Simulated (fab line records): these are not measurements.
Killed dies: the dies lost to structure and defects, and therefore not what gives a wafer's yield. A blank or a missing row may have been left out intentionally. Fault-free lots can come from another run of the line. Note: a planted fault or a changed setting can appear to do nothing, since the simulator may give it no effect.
Which tool is to blame? | flow n5Finfet | Sampling: 9 lots, 25 wafers, 6 of 1938 route steps

## WHAT THE GAUGES SHOWED, per wafer
N5_WELL_APT_INSPECT_27: inspects for defects (macro).
lot  | measured    | on               | rawDefectCount
L259 | day 2 02:59 | defectInspect-02 | 1 1 1
L260 | day 2 09:05 | defectInspect-02 | 2 0 1
L262 | day 2 22:03 | defectInspect-01 | 2 5 2
L263 | day 3 02:55 | defectInspect-01 | 0 2 1
L264 | day 3 09:10 | defectInspect-02 | 4 2 2
L268 | day 4 08:52 | defectInspect-01 | 1 4
L269 | day 4 15:13 | defectInspect-01 | 1 4
L278 | day 6 21:06 | defectInspect-02 | 1 3 3
L279 | day 7 03:29 | defectInspect-02 | 4 4 5

N5_PMOS_HMC_CHANNEL_EPI_CD_MEAS_09 targets a cd of 237.4 nm.
lot  | measured    | on       | cdNm (nm)
L259 | day 2 05:11 | cdSem-03 | 236.4 236.8 238.0
L260 | day 2 11:34 | cdSem-03 | 238.2 236.2 236.9
L262 | day 3 00:48 | cdSem-02 | 237.8 237.5 237.5
L263 | day 3 05:04 | cdSem-02 | 237.1 237.4 236.3
L264 | day 3 11:30 | cdSem-02 | 236.8 238.2 237.5
L268 | day 4 11:27 | cdSem-01 | 287.4 240.3
L269 | day 4 17:14 | cdSem-03 | 286.4 282.7
L278 | day 6 23:48 | cdSem-03 | 236.9 236.8 236.4
L279 | day 7 05:30 | cdSem-01 | 237.5 237.5 238.2

N5_BEOL_M4_RC_MEAS_101.
lot  | measured     | on        | DIBL_N (mV/V)  | DIBL_P (mV/V)  | IOFF_N (nA/um)    | IOFF_P (nA/um)    | ION_N (uA/um) | ION_P (uA/um) | SS_N (mV/dec)  | SS_P (mV/dec)  | VT_N (mV)   | VT_P (mV)
L259 | day 10 06:00 | prober-02 | 34.5 35.7 35.5 | 34.8 36.9 37.1 | 0.139 0.163 0.166 | 0.180 0.217 0.213 | 663 672 678   | 453 459 462   | 71.0 71.0 71.6 | 72.3 73.5 73.3 | 252 248 248 | -248.9 -248.0 -248.4
L260 | day 9 12:20  | prober-01 | 36.2 36.3 35.1 | 35.6 34.6 34.0 | 0.170 0.162 0.144 | 0.205 0.180 0.169 | 681 673 677   | 461 455 454   | 72.0 71.7 71.5 | 73.3 73.7 73.6 | 244 249 250 | -249.8 -252.2 -253.3
L262 | day 10 07:53 | prober-01 | 33.9 35.9 34.0 | 35.1 38.1 34.8 | 0.142 0.189 0.141 | 0.200 0.241 0.192 | 676 688 663   | 467 465 462   | 71.2 72.3 70.7 | 72.2 73.4 72.0 | 248 245 251 | -251.3 -246.9 -251.6
L263 | day 10 13:27 | prober-02 | 37.7 38.0 36.7 | 35.4 35.8 34.6 | 0.175 0.183 0.151 | 0.232 0.243 0.211 | 686 683 681   | 474 466 470   | 71.6 71.3 70.9 | 74.0 73.6 73.6 | 249 248 250 | -249.3 -246.3 -248.6
L264 | day 10 18:31 | prober-02 | 37.4 37.6 37.8 | 37.3 37.7 37.5 | 0.160 0.155 0.163 | 0.195 0.200 0.206 | 667 667 670   | 455 455 464   | 71.1 71.7 71.4 | 73.6 73.8 73.9 | 248 253 249 | -254.0 -252.8 -251.3
L268 | day 12 01:19 | prober-02 | 36.8           | 37.5           | 0.153             | 0.223             | 669           | 466           | 72.0           | 72.7           | 254         | -249.1
L278 | day 14 05:38 | prober-01 | 37.2 38.5 36.9 | 37.8 37.8 36.5 | 0.178 0.199 0.160 | 0.224 0.230 0.202 | 680 683 681   | 465 464 466   | 71.8 72.1 71.9 | 73.4 73.7 73.5 | 246 247 248 | -249.6 -250.2 -252.1
L279 | day 14 15:42 | prober-02 | 37.2 36.8 35.9 | 38.6 37.0 35.9 | 0.187 0.166 0.152 | 0.259 0.228 0.212 | 685 671 675   | 477 465 467   | 72.3 72.1 71.6 | 73.5 74.1 73.8 | 246 248 249 | -249.3 -249.0 -250.1

## TOOL THAT RAN EACH LOT (tool first, then ch and the chambers of the sampled wafers, then the start)
lot  | N5_WELL_APT_DESCUM_30            | N5_PMOS_HMC_CHANNEL_EPI_EXPOSE_06 | N5_PMOS_HMC_CHANNEL_EPI_STRIP_33
L259 | rieDiel-03 ch 2,3, day 2 03:07   | arfiScanner-03 ch 0, day 2 05:04  | rieDiel-06 ch 1,3, day 2 05:25
L260 | rieDiel-05 ch 0,2, day 2 09:17   | arfiScanner-02 ch 0, day 2 11:26  | rieDiel-04 ch 0,1,2, day 2 11:55
L262 | rieDiel-05 ch 0,2, day 2 22:25   | arfiScanner-02 ch 0, day 3 00:41  | rieDiel-01 ch 0,2,3, day 3 01:02
L263 | rieDiel-02 ch 0,3, day 3 02:58   | arfiScanner-03 ch 0, day 3 04:56  | rieDiel-01 ch 0,1, day 3 05:17
L264 | rieDiel-02 ch 0,3, day 3 09:24   | arfiScanner-01 ch 0, day 3 11:23  | rieDiel-04 ch 1,2,3, day 3 11:50
L268 | rieDiel-05 ch 0, day 4 09:17     | arfiScanner-01 ch 0, day 4 11:20  | rieDiel-01 ch 3, day 4 11:40
L269 | rieDiel-02 ch 1,2, day 4 15:14   | arfiScanner-01 ch 0, day 4 17:08  | rieDiel-04 ch 0,1, day 4 17:28
L278 | rieDiel-05 ch 0,3, day 6 21:43   | arfiScanner-02 ch 0, day 6 23:41  | rieDiel-01 ch 1,2,3, day 7 00:01
L279 | rieDiel-05 ch 0,1,2, day 7 03:31 | arfiScanner-02 ch 0, day 7 05:23  | rieDiel-06 ch 0,3, day 7 05:52
- N5_WELL_APT_DESCUM_30: chemistry O2, time 7.9 s.
- N5_PMOS_HMC_CHANNEL_EPI_EXPOSE_06: exposes mask PMOS HMC BLK, target cd 240 nm.
- N5_PMOS_HMC_CHANNEL_EPI_STRIP_33: strips in N2/H2.

## WHAT THE TOOLS THEMSELVES READ (means of the sampled wafers that have a number; where no wafer has one, the mark that the record gives instead)
N5_WELL_APT_DESCUM_30.
lot  | tool       | drypumpMotorCurrentA (A) | oesProductAu (a.u.) | rfVppV (V) | showerheadPlenumPTorr (Torr) | throttleValvePct (%)
L259 | rieDiel-03 | 6.0                      | 0.76                | 242.3      | 2.07                         | 20.56
L260 | rieDiel-05 | 5.8                      | 0.76                | 244.1      | 2.19                         | 20.27
L262 | rieDiel-05 | 5.8                      | 0.78                | 245.5      | 2.19                         | 20.36
L263 | rieDiel-02 | 6.1                      | 0.81                | 243.4      | 2.19                         | 20.39
L264 | rieDiel-02 | 6.1                      | 0.79                | 245.4      | 2.19                         | 20.40
L268 | rieDiel-05 | 5.7                      | 0.78                | 244.3      | 2.20                         | 20.46
L269 | rieDiel-02 | 5.5                      | 0.84                | 241.4      | 2.02                         | 20.50
L278 | rieDiel-05 | 6.1                      | 0.73                | 244.6      | 2.18                         | 20.56
L279 | rieDiel-05 | 5.5                      | 0.79                | 244.1      | 2.14                         | 20.35

N5_PMOS_HMC_CHANNEL_EPI_EXPOSE_06.
lot  | tool           | reticleTempC (C)
L259 | arfiScanner-03 | 22.89
L260 | arfiScanner-02 | 23.11
L262 | arfiScanner-02 | 22.97
L263 | arfiScanner-03 | 23.06
L264 | arfiScanner-01 | 22.96
L268 | arfiScanner-01 | 22.95
L269 | arfiScanner-01 | 22.94
L278 | arfiScanner-02 | 23.00
L279 | arfiScanner-02 | 22.99

N5_PMOS_HMC_CHANNEL_EPI_STRIP_33.
lot  | tool       | drypumpMotorCurrentA (A) | oesProductAu (a.u.) | rfVppV (V) | showerheadPlenumPTorr (Torr) | throttleValvePct (%)
L259 | rieDiel-06 | 5.1                      | 0.77                | 54.0       | 3.27                         | 19.09
L260 | rieDiel-04 | 5.8                      | 0.79                | 55.5       | 3.33                         | 19.10
L262 | rieDiel-01 | 5.3                      | 0.79                | 54.1       | 3.33                         | 18.86
L263 | rieDiel-01 | 5.8                      | 0.89                | 55.1       | 3.43                         | 18.79
L264 | rieDiel-04 | 6.0                      | 0.77                | 54.1       | 3.40                         | 19.18
L268 | rieDiel-01 | 5.5                      | 0.69                | 54.3       | 3.31                         | 18.93
L269 | rieDiel-04 | 5.7                      | 0.74                | 54.7       | 3.35                         | 18.92
L278 | rieDiel-01 | 5.7                      | 0.76                | 54.6       | 3.32                         | 18.97
L279 | rieDiel-06 | 5.9                      | 0.87                | 53.8       | 3.36                         | 19.05

## THE ANSWER, worked out from the rows above alone
Rule: the usual values come from the lots themselves. Put in order of their means at a reading, lots are off if they are a third of the lots or fewer, leave a main group of 4 or more, and stand apart from it by a gap of 3 or more times the standard deviation of the main group's means; of several such gaps the widest counts. A main group whose means are all the same, to the digits that the tables above print for the reading, isn't used. Also off: a lot with no number at a reading for which 4 or more lots have one. Any other lot the step has rows for is counted as sound. Order of review: gauges by route order, followed by the tools' own readings, for which a lot's mean as printed above is used. The first step at which some lot is off is used, and at that step the reading that is off furthest; a lot without a number counts as furthest.
Off: L268, L269, at N5_PMOS_HMC_CHANNEL_EPI_CD_MEAS_09 (cdNm). The main group has a mean of 237.2 nm with a standard deviation of 0.35.
A tool fits if, at a process step before that reading, it ran every lot that is off, and no sound lot after the first of them. Those tools and the gauges at N5_PMOS_HMC_CHANNEL_EPI_CD_MEAS_09 are tried in the same way. One fits: arfiScanner-01 at N5_PMOS_HMC_CHANNEL_EPI_EXPOSE_06. Its last sound lot is L264 (day 3 11:23), its first lot that is off L268 (day 4 11:20): a fault that began between those two fits.

## WHAT THE SIMULATOR HAD PUT IN
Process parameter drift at N5_PMOS_HMC_CHANNEL_EPI_EXPOSE_06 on arfiScanner-01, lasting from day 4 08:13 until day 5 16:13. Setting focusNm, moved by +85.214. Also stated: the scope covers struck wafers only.
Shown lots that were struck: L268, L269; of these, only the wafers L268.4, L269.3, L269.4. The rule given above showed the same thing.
